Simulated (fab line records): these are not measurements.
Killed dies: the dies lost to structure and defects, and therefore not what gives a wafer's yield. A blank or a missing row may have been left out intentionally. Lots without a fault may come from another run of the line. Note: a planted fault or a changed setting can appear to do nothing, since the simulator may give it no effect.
A struck lot beside a sound one -- flow nand_harc -- 15 steps out of a route of 1302
Sound: these wafers, L485.1, L485.4, L485.6. Wafers L488.3, L488.5, L488.6 were the ones struck. The cause comes at the end.
Each step with rows lists, per side, the tool, then ch with its chambers, then its first start. Under that, the readings that differ: sound wafers -- struck wafers -- difference of the means -- sigmas: that difference in standard deviations of wafers without a fault.
alike: words and numbers the same on both sides, and readings whose means are apart by under 2 such deviations; not compared: readings that were withheld, readings missing a value for some wafer, numbers with overlapping values and no deviation given by the record, and bounds like >300 which may hide the same value.
A row with sigmas, a row that says differs or no value, or rows on one side alone: a step with any of these is where the two part. When numbers do not overlap yet have no deviation, they are printed without sigmas and do not part them. Lack of a reading on every wafer of one side parts them only where that side has two or more wafers.

first, 5 steps without rows for these wafers: NHARC_A_BONDPAD_SOFTBAKE_04 (time 70 s); NHARC_A_BONDPAD_EBR_05; NHARC_A_BONDPAD_EXPOSE_06 (exposes mask A BPAD); NHARC_A_BONDPAD_PEB_07 (peb time 80 s); NHARC_A_BONDPAD_DEVELOP_08 (time 50 s).
NHARC_A_BONDPAD_CD_MEAS_09: the cd target is 500 nm.
  sound on cd_sem-02 ch 0, day 23 19:05; struck on cd_sem-02 ch 0, day 25 06:55
  alike: cd_nm
NHARC_A_BONDPAD_OVL_MEAS_35:
  sound on overlay-02, day 23 19:10; struck on overlay-01, day 25 07:01
  alike: overlay_x_nm, overlay_y_nm
then, 1 step without rows for these wafers: NHARC_A_BONDPAD_HARDBAKE_10 (time 65 s).
NHARC_A_BONDPAD_DESCUM_11: chemistry O2, time 3 s.
  sound on rie_diel-09 ch 0,3, day 23 19:18; struck on rie_diel-05 ch 1,2,3, day 25 07:10
  alike: chamber_pressure_mTorr, drypump_motor_current_A, mfc_ar_sccm, oes_product_au, rf_vpp_V, showerhead_plenum_p_Torr, throttle_valve_pct
  not compared: rf_hours_counter_h
NHARC_A_BONDPAD_ETCH_34: etches the open film in N2/H2, target depth 60 nm, overetch 18 nm, time 65.91 s.
  sound on rie_diel-09 ch 0,2,3, day 23 19:25; struck on rie_diel-05 ch 0,1,3, day 25 07:14
  alike: chamber_pressure_mTorr, drypump_motor_current_A, mfc_ar_sccm, oes_product_au, rf_fwd_power_W, rf_vpp_V, showerhead_plenum_p_Torr, throttle_valve_pct
  not compared: rf_hours_counter_h
NHARC_A_BONDPAD_ETCH_12: etches the open film in CHF3/O2, target depth 220 nm, time 110 s.
  sound: rie_diel-09 ch 2,3; struck: rie_diel-05 ch 2,3
  alike: chamber_pressure_mTorr, drypump_motor_current_A, mfc_ar_sccm, oes_product_au, rf_fwd_power_W, rf_vpp_V, showerhead_plenum_p_Torr, throttle_valve_pct
  not compared: rf_hours_counter_h
NHARC_A_BONDPAD_CD_MEAS_13:
  sound on cd_sem-02, day 23 19:40; struck on cd_sem-03, day 25 07:28
  alike: cd_nm
NHARC_A_BONDPAD_STRIP_15: strips in O2.
  sound on rie_diel-05 ch 2,3, day 23 19:44; struck on rie_diel-09 ch 1,2, day 25 07:32
  no value came back on the struck wafers for any of 8 readings (bias_w (W), chamber_pressure_mTorr (mTorr) and others); on the sound wafers bias_w (W) reads 0 0 0
  not compared: rf_hours_counter_h
NHARC_A_BONDPAD_ETCH_24: etches the open film in CF4/N2, target depth 30 nm, time 72.99 s.
  sound on rie_diel-05 ch 0,2; struck on rie_diel-09 ch 0,3, day 25 07:41
  alike: chamber_pressure_mTorr, drypump_motor_current_A, mfc_ar_sccm, oes_product_au, rf_fwd_power_W, rf_vpp_V, showerhead_plenum_p_Torr, throttle_valve_pct
  not compared: rf_hours_counter_h
NHARC_END_SORT_01:
  here the record holds rows for the struck wafers (prober-02 ch 0, day 26 21:00) but none for the sound ones

## WHERE THEY PART
Earliest at NHARC_A_BONDPAD_STRIP_15; latest, in this record, at NHARC_END_SORT_01.

WHY: the cause the simulator had injected
Step skipped in full: rie_diel-09, at NHARC_A_BONDPAD_STRIP_15, from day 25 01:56 onward. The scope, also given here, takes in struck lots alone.
